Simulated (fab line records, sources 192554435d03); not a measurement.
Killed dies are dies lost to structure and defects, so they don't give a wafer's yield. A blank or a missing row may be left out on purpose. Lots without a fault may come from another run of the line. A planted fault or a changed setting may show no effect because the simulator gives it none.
Which tool did it? | flow n5_finfet | 23 lots, 69 wafers sampled, at 6 steps of a route of 1938

WHAT THE GAUGES READ, wafer by wafer
N5_BEOL_M6_CD_MEAS_18: pitch 80 nm, target cd 40 nm.
lot  | measured     | on        | cd_nm (nm)
L074 | day 8 17:56  | cd_sem-03 | 40.5 40.0 40.2
L075 | day 8 19:01  | cd_sem-01 | 39.7 39.5 40.2
L076 | day 8 23:44  | cd_sem-03 | 39.7 39.6 40.0
L078 | day 9 03:47  | cd_sem-02 | 40.4 40.0 40.6
L077 | day 9 07:27  | cd_sem-03 | 39.9 39.8 40.0
L079 | day 9 17:59  | cd_sem-01 | 40.2 40.5 39.7
L080 | day 10 04:45 | cd_sem-02 | 39.5 39.4 40.3
L081 | day 10 20:51 | cd_sem-01 | 40.0 39.8 40.0
L084 | day 10 21:52 | cd_sem-02 | 39.8 39.9 40.6
L082 | day 11 03:16 | cd_sem-03 | 40.5 40.2 40.3
L083 | day 11 03:25 | cd_sem-03 | 39.8 40.0 39.8
L085 | day 11 07:14 | cd_sem-02 | 39.9 39.8 39.8
L087 | day 11 07:14 | cd_sem-01 | 39.9 39.4 40.0
L086 | day 11 12:17 | cd_sem-01 | 40.9 40.1 39.4
L089 | day 12 12:55 | cd_sem-03 | 39.8 40.0 39.8
L088 | day 12 13:02 | cd_sem-02 | 40.5 40.0 40.5
L090 | day 12 18:24 | cd_sem-03 | 39.5 39.3 39.0
L091 | day 12 21:56 | cd_sem-01 | 40.0 40.0 39.4
L092 | day 12 22:05 | cd_sem-01 | 40.5 40.5 40.4
L093 | day 13 08:46 | cd_sem-02 | 40.6 41.2 40.8
L095 | day 13 14:38 | cd_sem-01 | 39.3 39.7 39.5
L097 | day 14 07:13 | cd_sem-02 | 40.3 40.2 39.9
L096 | day 14 22:52 | cd_sem-01 | 40.4 40.1 39.3

N5_BEOL_M6_RS_MEAS_57: measures by four-point-probe.
lot  | measured     | on            | M6_RS (ohm/sq)
L074 | day 8 22:19  | film_metro-02 | 0.292 0.281 0.293
L075 | day 9 00:01  | film_metro-02 | 0.282 0.276 0.283
L076 | day 9 04:37  | film_metro-02 | 0.274 0.282 0.281
L078 | day 9 08:56  | film_metro-01 | 0.287 0.282 0.303
L077 | day 9 10:51  | film_metro-01 | 0.277 0.277 0.282
L079 | day 9 21:22  | film_metro-02 | 0.285 0.287 0.287
L080 | day 10 09:53 | film_metro-01 | 0.286 0.293 0.283
L081 | day 11 06:51 | film_metro-01 | 0.284 0.286 0.279
L084 | day 11 07:34 | film_metro-01 | 0.289 0.289 0.287
L082 | day 11 08:46 | film_metro-01 | 0.287 0.290 0.286
L083 | day 11 08:21 | film_metro-02 | 0.295 0.290 0.280
L085 | day 11 10:32 | film_metro-02 | 0.282 0.285 0.285
L087 | day 11 10:48 | film_metro-02 | 0.293 0.295 0.297
L086 | day 11 15:35 | film_metro-01 | 0.288 0.291 0.287
L089 | day 12 19:21 | film_metro-01 | 0.304 0.307 0.298
L088 | day 12 21:34 | film_metro-01 | 0.284 0.281 0.280
L090 | day 12 23:31 | film_metro-01 | 0.281 0.299 0.286
L091 | day 13 01:31 | film_metro-02 | 0.296 0.289 0.302
L092 | day 13 02:20 | film_metro-01 | 0.295 0.298 0.303
L093 | day 13 14:14 | film_metro-01 | 0.292 0.288 0.283
L095 | day 13 20:52 | film_metro-02 | 0.283 0.277 0.282
L097 | day 14 13:44 | film_metro-02 | 0.299 0.297 0.296
L096 | day 15 06:08 | film_metro-01 | 0.290 0.303 0.297

WHICH TOOL RAN EACH LOT (tool, then ch and the chambers of the sampled wafers, then the start)
lot  | N5_BEOL_M5_STRIP_91                           | N5_BEOL_M6_STRIP_67                | N5_BEOL_M6_ETCH_41                            | N5_BEOL_M6_STRIP_80
L074 | rie_diel-01 ch 0,1,3, day 8 17:43 or earlier  | rie_diel-06 ch 1,2, day 8 17:43    | rie_diel-02 ch 1,2,3, day 8 22:19 or earlier  | rie_diel-02 ch 1,2,3, day 8 22:19 or earlier
L075 | rie_diel-04 ch 0,1,3, day 8 18:47 or earlier  | rie_diel-05 ch 0,1,2, day 8 18:47  | rie_diel-06 ch 0,1,3, day 9 00:01 or earlier  | rie_diel-06 ch 0,1,3, day 9 00:01 or earlier
L076 | rie_diel-01 ch 0,1,3, day 8 23:29 or earlier  | rie_diel-02 ch 0,2, day 8 23:29    | rie_diel-05 ch 0,1,3, day 9 04:37 or earlier  | rie_diel-05 ch 0,1,3, day 9 04:37 or earlier
L078 | rie_diel-01 ch 0,3, day 9 03:33 or earlier    | rie_diel-05 ch 1,2,3, day 9 03:33  | rie_diel-02 ch 0,3, day 9 08:56 or earlier    | rie_diel-02 ch 0,3, day 9 08:56 or earlier
L077 | rie_diel-01 ch 0,1, day 9 06:59 or earlier    | rie_diel-06 ch 0,1,2, day 9 06:59  | rie_diel-06 ch 2,3, day 9 10:51 or earlier    | rie_diel-06 ch 2,3, day 9 10:51 or earlier
L079 | rie_diel-04 ch 0,2, day 9 17:46 or earlier    | rie_diel-05 ch 0,2,3, day 9 17:46  | rie_diel-05 ch 0,1,2, day 9 21:22 or earlier  | rie_diel-05 ch 0,1,2, day 9 21:22 or earlier
L080 | rie_diel-03 ch 0,1,3, day 10 04:32 or earlier | rie_diel-05 ch 0,1,2, day 10 04:32 | rie_diel-06 ch 1,2,3, day 10 09:53 or earlier | rie_diel-06 ch 1,2,3, day 10 09:53 or earlier
L081 | rie_diel-04 ch 1,2, day 10 20:23 or earlier   | rie_diel-06 ch 0,2, day 10 20:23   | rie_diel-06 ch 0,1, day 11 06:51 or earlier   | rie_diel-06 ch 0,1, day 11 06:51 or earlier
L084 | rie_diel-01 ch 0,1, day 10 21:39 or earlier   | rie_diel-05 ch 1,2,3, day 10 21:39 | rie_diel-05 ch 2,3, day 11 07:34 or earlier   | rie_diel-05 ch 2,3, day 11 07:34 or earlier
L082 | rie_diel-03 ch 1,3, day 11 02:59 or earlier   | rie_diel-02 ch 0,1, day 11 02:59   | rie_diel-05 ch 0,3, day 11 08:46 or earlier   | rie_diel-05 ch 0,3, day 11 08:46 or earlier
L083 | rie_diel-01 ch 1,2,3, day 11 03:12 or earlier | rie_diel-05 ch 0,1,2, day 11 03:12 | rie_diel-05 ch 0,1,3, day 11 08:21 or earlier | rie_diel-05 ch 0,1,3, day 11 08:21 or earlier
L085 | rie_diel-01 ch 0,1,3, day 11 06:49 or earlier | rie_diel-02 ch 1,2,3, day 11 06:49 | rie_diel-05 ch 1,2, day 11 10:32 or earlier   | rie_diel-05 ch 1,2, day 11 10:32 or earlier
L087 | rie_diel-03 ch 2,3, day 11 06:50 or earlier   | rie_diel-05 ch 2,3, day 11 06:50   | rie_diel-06 ch 1,2,3, day 11 10:48 or earlier | rie_diel-06 ch 1,2,3, day 11 10:48 or earlier
L086 | rie_diel-01 ch 1,2,3, day 11 11:55 or earlier | rie_diel-05 ch 1,2,3, day 11 11:55 | rie_diel-05 ch 1,2,3, day 11 15:35 or earlier | rie_diel-05 ch 1,2,3, day 11 15:35 or earlier
L089 | rie_diel-01 ch 0,1,2, day 12 12:35 or earlier | rie_diel-05 ch 0,1,2, day 12 12:35 | rie_diel-02 ch 0,1,2, day 12 19:21 or earlier | rie_diel-02 ch 0,1,2, day 12 19:21 or earlier
L088 | rie_diel-03 ch 1,2, day 12 12:49 or earlier   | rie_diel-02 ch 0,2,3, day 12 12:49 | rie_diel-05 ch 0,1,2, day 12 21:34 or earlier | rie_diel-05 ch 0,1,2, day 12 21:34 or earlier
L090 | rie_diel-03 ch 0,2,3, day 12 18:11 or earlier | rie_diel-02 ch 2,3, day 12 18:11   | rie_diel-06 ch 0,1,2, day 12 23:31 or earlier | rie_diel-06 ch 0,1,2, day 12 23:31 or earlier
L091 | rie_diel-01 ch 1,2,3, day 12 21:38 or earlier | rie_diel-05 ch 1,3, day 12 21:38   | rie_diel-02 ch 1,2,3, day 13 01:31 or earlier | rie_diel-02 ch 1,2,3, day 13 01:31 or earlier
L092 | rie_diel-03 ch 0,1,3, day 12 21:52 or earlier | rie_diel-02 ch 0,1,3, day 12 21:52 | rie_diel-02 ch 1,2,3, day 13 02:20 or earlier | rie_diel-02 ch 1,2,3, day 13 02:20 or earlier
L093 | rie_diel-01 ch 1,2,3, day 13 08:32 or earlier | rie_diel-05 ch 0,1,3, day 13 08:32 | rie_diel-06 ch 1,3, day 13 14:14 or earlier   | rie_diel-06 ch 1,3, day 13 14:14 or earlier
L095 | rie_diel-04 ch 0,2, day 13 14:19 or earlier   | rie_diel-06 ch 1,3, day 13 14:19   | rie_diel-05 ch 0,3, day 13 20:52 or earlier   | rie_diel-05 ch 0,3, day 13 20:52 or earlier
L097 | rie_diel-01 ch 0,2,3, day 14 06:59 or earlier | rie_diel-06 ch 0,2,3, day 14 06:59 | rie_diel-06 ch 0,1,2, day 14 13:44 or earlier | rie_diel-06 ch 0,1,2, day 14 13:44 or earlier
L096 | rie_diel-03 ch 1,2,3, day 14 22:34 or earlier | rie_diel-05 ch 0,1,3, day 14 22:34 | rie_diel-06 ch 0,1,3, day 15 06:08 or earlier | rie_diel-06 ch 0,1,3, day 15 06:08 or earlier
- N5_BEOL_M5_STRIP_91: strips in N2/H2, time 10 s.
- N5_BEOL_M6_STRIP_67: strips in CF4.
- N5_BEOL_M6_ETCH_41: etches SiCN in CH3F/O2, target depth 29.7 nm, time 52 s.
- N5_BEOL_M6_STRIP_80: strips in N2/H2, time 10 s.

WHAT THE TOOLS THEMSELVES READ (means of the sampled wafers that have a number; where no wafer has one, the mark that the record gives instead)
N5_BEOL_M5_STRIP_91.
lot  | tool        | drypump_motor_current_A (A) | n2_flow_sccm (sccm) | oes_product_au (a.u.) | rf_vpp_V (V) | showerhead_plenum_p_Torr (Torr) | throttle_valve_pct (%)
L074 | rie_diel-01 | 5.5                         | 200.0               | 0.88                  | 59.4         | 2.66                            | 23.51
L075 | rie_diel-04 | 6.0                         | 200.5               | 0.74                  | 58.7         | 2.50                            | 23.61
L076 | rie_diel-01 | 5.5                         | 199.4               | 0.87                  | 59.6         | 2.65                            | 23.51
L078 | rie_diel-01 | 5.2                         | 200.1               | 0.88                  | 60.2         | 2.65                            | 23.81
L077 | rie_diel-01 | 5.4                         | 199.9               | 0.88                  | 59.5         | 2.69                            | 23.65
L079 | rie_diel-04 | 5.8                         | 199.9               | 0.67                  | 59.5         | 2.60                            | 23.73
L080 | rie_diel-03 | 5.3                         | 200.4               | 0.79                  | 58.6         | 2.48                            | 23.70
L081 | rie_diel-04 | 5.7                         | 199.8               | 0.76                  | 58.6         | 2.51                            | 23.56
L084 | rie_diel-01 | 5.3                         | 199.7               | 0.85                  | 59.8         | 2.69                            | 23.68
L082 | rie_diel-03 | 5.2                         | 199.8               | 0.84                  | 58.3         | 2.50                            | 23.73
L083 | rie_diel-01 | 5.6                         | 200.1               | 0.89                  | 58.9         | 2.59                            | 23.40
L085 | rie_diel-01 | 5.5                         | 200.3               | 0.84                  | 59.6         | 2.65                            | 23.55
L087 | rie_diel-03 | 4.9                         | 199.7               | 0.81                  | 59.4         | 2.53                            | 23.87
L086 | rie_diel-01 | 5.7                         | 200.3               | 0.88                  | 58.8         | 2.59                            | 23.40
L089 | rie_diel-01 | 5.6                         | 200.2               | 0.87                  | 59.2         | 2.62                            | 23.55
L088 | rie_diel-03 | 5.6                         | 200.5               | 0.81                  | 59.3         | 2.63                            | 23.85
L090 | rie_diel-03 | 5.2                         | 200.2               | 0.84                  | 59.5         | 2.61                            | 23.76
L091 | rie_diel-01 | 5.6                         | 199.9               | 0.86                  | 58.6         | 2.58                            | 23.42
L092 | rie_diel-03 | 5.3                         | 200.3               | 0.85                  | 59.1         | 2.58                            | 23.62
L093 | rie_diel-01 | 5.6                         | 199.6               | 0.85                  | 58.9         | 2.58                            | 23.43
L095 | rie_diel-04 | 5.8                         | 199.6               | 0.95                  | 58.8         | 2.59                            | 23.40
L097 | rie_diel-01 | 5.3                         | 200.0               | 0.85                  | 59.7         | 2.57                            | 23.74
L096 | rie_diel-03 | 5.4                         | 199.6               | 0.80                  | 58.5         | 2.56                            | 23.81

N5_BEOL_M6_STRIP_67.
lot  | tool        | drypump_motor_current_A (A) | oes_product_au (a.u.) | rf_vpp_V (V) | showerhead_plenum_p_Torr (Torr) | throttle_valve_pct (%)
L074 | rie_diel-06 | 5.9                         | 0.87                  | 269.2        | 1.77                            | 13.35
L075 | rie_diel-05 | 5.6                         | 0.90                  | 270.5        | 1.78                            | 13.37
L076 | rie_diel-02 | 6.0                         | 0.72                  | 269.7        | 1.75                            | 13.87
L078 | rie_diel-05 | 5.7                         | 0.85                  | 270.8        | 1.79                            | 13.49
L077 | rie_diel-06 | 5.9                         | 0.86                  | 272.0        | 1.77                            | 13.46
L079 | rie_diel-05 | 5.9                         | 0.81                  | 270.4        | 1.78                            | 13.55
L080 | rie_diel-05 | 5.6                         | 0.88                  | 271.0        | 1.77                            | 13.39
L081 | rie_diel-06 | 5.9                         | 0.90                  | 271.1        | 1.76                            | 13.26
L084 | rie_diel-05 | 5.7                         | 0.83                  | 269.3        | 1.78                            | 13.53
L082 | rie_diel-02 | 5.3                         | 0.71                  | 270.0        | 1.71                            | 13.73
L083 | rie_diel-05 | 5.6                         | 0.87                  | 270.3        | 1.77                            | 13.42
L085 | rie_diel-02 | 5.8                         | 0.71                  | 270.6        | 1.76                            | 13.99
L087 | rie_diel-05 | 5.9                         | 0.75                  | 271.3        | 1.79                            | 13.70
L086 | rie_diel-05 | 5.7                         | 0.82                  | 270.4        | 1.78                            | 13.54
L089 | rie_diel-05 | 5.7                         | 0.85                  | 270.8        | 1.77                            | 13.45
L088 | rie_diel-02 | 6.0                         | 0.70                  | 270.6        | 1.75                            | 14.06
L090 | rie_diel-02 | 6.1                         | 0.70                  | 269.7        | 1.75                            | 14.18
L091 | rie_diel-05 | 5.5                         | 0.95                  | 270.5        | 1.76                            | 13.29
L092 | rie_diel-02 | 5.7                         | 0.69                  | 269.7        | 1.70                            | 13.93
L093 | rie_diel-05 | 5.5                         | 0.87                  | 270.4        | 1.75                            | 13.37
L095 | rie_diel-06 | 6.1                         | 0.72                  | 270.4        | 1.76                            | 13.85
L097 | rie_diel-06 | 6.0                         | 0.81                  | 270.6        | 1.74                            | 13.51
L096 | rie_diel-05 | 5.5                         | 0.85                  | 269.9        | 1.74                            | 13.39

N5_BEOL_M6_ETCH_41.
lot  | tool        | drypump_motor_current_A (A) | oes_product_au (a.u.) | rf_vpp_V (V) | showerhead_plenum_p_Torr (Torr) | throttle_valve_pct (%)
L074 | rie_diel-02 | 5.7                         | 0.73                  | 295.7        | 1.96                            | 16.66
L075 | rie_diel-06 | 6.0                         | 0.80                  | 295.7        | 1.95                            | 16.37
L076 | rie_diel-05 | 5.5                         | 0.83                  | 296.6        | 1.96                            | 16.23
L078 | rie_diel-02 | 6.0                         | 0.71                  | 295.1        | 1.90                            | 16.74
L077 | rie_diel-06 | 6.0                         | 0.88                  | 296.5        | 1.95                            | 16.05
L079 | rie_diel-05 | 5.7                         | 0.89                  | 296.8        | 1.98                            | 16.17
L080 | rie_diel-06 | 6.0                         | 0.79                  | 296.8        | 1.95                            | 16.28
L081 | rie_diel-06 | 5.9                         | 0.84                  | 296.2        | 1.96                            | 16.31
L084 | rie_diel-05 | 6.0                         | 0.82                  | 298.0        | 2.02                            | 16.36
L082 | rie_diel-05 | 5.7                         | 0.74                  | 295.5        | 1.96                            | 16.38
L083 | rie_diel-05 | 5.5                         | 0.80                  | 296.2        | 1.95                            | 16.25
L085 | rie_diel-05 | 5.8                         | 0.88                  | 297.3        | 2.01                            | 16.25
L087 | rie_diel-06 | 6.0                         | 0.79                  | 296.4        | 1.95                            | 16.31
L086 | rie_diel-05 | 5.7                         | 0.82                  | 297.8        | 1.99                            | 16.31
L089 | rie_diel-02 | 5.7                         | 0.70                  | 295.3        | 1.95                            | 16.60
L088 | rie_diel-05 | 5.7                         | 0.84                  | 297.0        | 1.97                            | 16.23
L090 | rie_diel-06 | 5.9                         | 0.82                  | 296.2        | 1.96                            | 16.24
L091 | rie_diel-02 | 5.7                         | 0.71                  | 296.5        | 1.95                            | 16.73
L092 | rie_diel-02 | 5.7                         | 0.69                  | 296.0        | 1.95                            | 16.72
L093 | rie_diel-06 | 6.1                         | 0.72                  | 296.1        | 1.93                            | 16.53
L095 | rie_diel-05 | 5.6                         | 0.86                  | 296.5        | 1.94                            | 16.15
L097 | rie_diel-06 | 5.9                         | 0.81                  | 296.3        | 1.95                            | 16.26
L096 | rie_diel-06 | 6.0                         | 0.75                  | 295.9        | 1.94                            | 16.47

N5_BEOL_M6_STRIP_80.
lot  | tool        | drypump_motor_current_A (A) | n2_flow_sccm (sccm) | oes_product_au (a.u.) | rf_vpp_V (V) | showerhead_plenum_p_Torr (Torr) | throttle_valve_pct (%)
L074 | rie_diel-02 | 5.8                         | 200.4               | 0.73                  | 58.5         | 2.49                            | 23.9
L075 | rie_diel-06 | 6.0                         | 200.1               | 0.80                  | 58.8         | 2.48                            | 23.8
L076 | rie_diel-05 | 5.5                         | 200.3               | 0.83                  | 58.9         | 2.49                            | 23.6
L078 | rie_diel-02 | 6.0                         | 200.3               | 0.70                  | 58.3         | 2.41                            | 24.0
L077 | rie_diel-06 | 6.0                         | 199.9               | 0.88                  | 58.7         | 2.46                            | 23.3
L079 | rie_diel-05 | 5.7                         | 200.6               | 0.89                  | 59.3         | 2.52                            | 23.6
L080 | rie_diel-06 | 6.0                         | 199.9               | 0.80                  | 59.3         | 2.48                            | 23.7
L081 | rie_diel-06 | 5.9                         | 200.0               | 0.83                  | 59.8         | 2.50                            | 23.7
L084 | rie_diel-05 | 6.0                         | 200.4               | 0.82                  | 59.1         | 2.56                            | 23.6
L082 | rie_diel-05 | 5.7                         | 199.9               | 0.74                  | 59.2         | 2.48                            | 23.6
L083 | rie_diel-05 | 5.5                         | 200.3               | 0.81                  | 58.7         | 2.48                            | 23.6
L085 | rie_diel-05 | 5.9                         | 200.0               | 0.88                  | 59.5         | 2.56                            | 23.6
L087 | rie_diel-06 | 6.0                         | 199.9               | 0.79                  | 58.6         | 2.47                            | 23.7
L086 | rie_diel-05 | 5.7                         | 199.4               | 0.82                  | 59.3         | 2.52                            | 23.6
L089 | rie_diel-02 | 5.7                         | 199.9               | 0.69                  | 58.9         | 2.47                            | 23.9
L088 | rie_diel-05 | 5.7                         | 199.8               | 0.84                  | 60.4         | 2.51                            | 23.6
L090 | rie_diel-06 | 5.9                         | 199.9               | 0.82                  | 59.4         | 2.49                            | 23.6
L091 | rie_diel-02 | 5.7                         | 199.9               | 0.69                  | 58.5         | 2.48                            | 24.0
L092 | rie_diel-02 | 5.8                         | 200.3               | 0.70                  | 59.4         | 2.47                            | 24.0
L093 | rie_diel-06 | 6.1                         | 199.4               | 0.72                  | 58.3         | 2.45                            | 23.9
L095 | rie_diel-05 | 5.7                         | 200.1               | 0.85                  | 58.3         | 2.47                            | 23.5
L097 | rie_diel-06 | 5.9                         | 200.3               | 0.81                  | 59.0         | 2.48                            | 23.7
L096 | rie_diel-06 | 6.0                         | 199.6               | 0.75                  | 58.6         | 2.46                            | 23.9

THE ANSWER, worked out from the rows above alone
Rule: what is usual is taken from the lots themselves. Put in order of their means at a reading, lots are off if they are a third of the lots or fewer, leave a main group of 4 or more, and stand apart from it by a gap of 3 or more times the standard deviation of the main group's means; of several such gaps the widest counts. A main group whose means are all the same, to the digits that the tables above print for the reading, isn't used. A lot without any number at a reading at which 4 lots or more have one is off too. The other lots that the step has rows for count as sound. The gauges are gone through in route order, then the tools' own readings, and for those a lot's mean is taken as printed above. The first step at which some lot is off is used, and at that step the reading that is off furthest; a lot without a number counts as furthest.
No lot is off at any reading shown: from this, nothing can be told.

WHAT THE SIMULATOR HAD PUT IN
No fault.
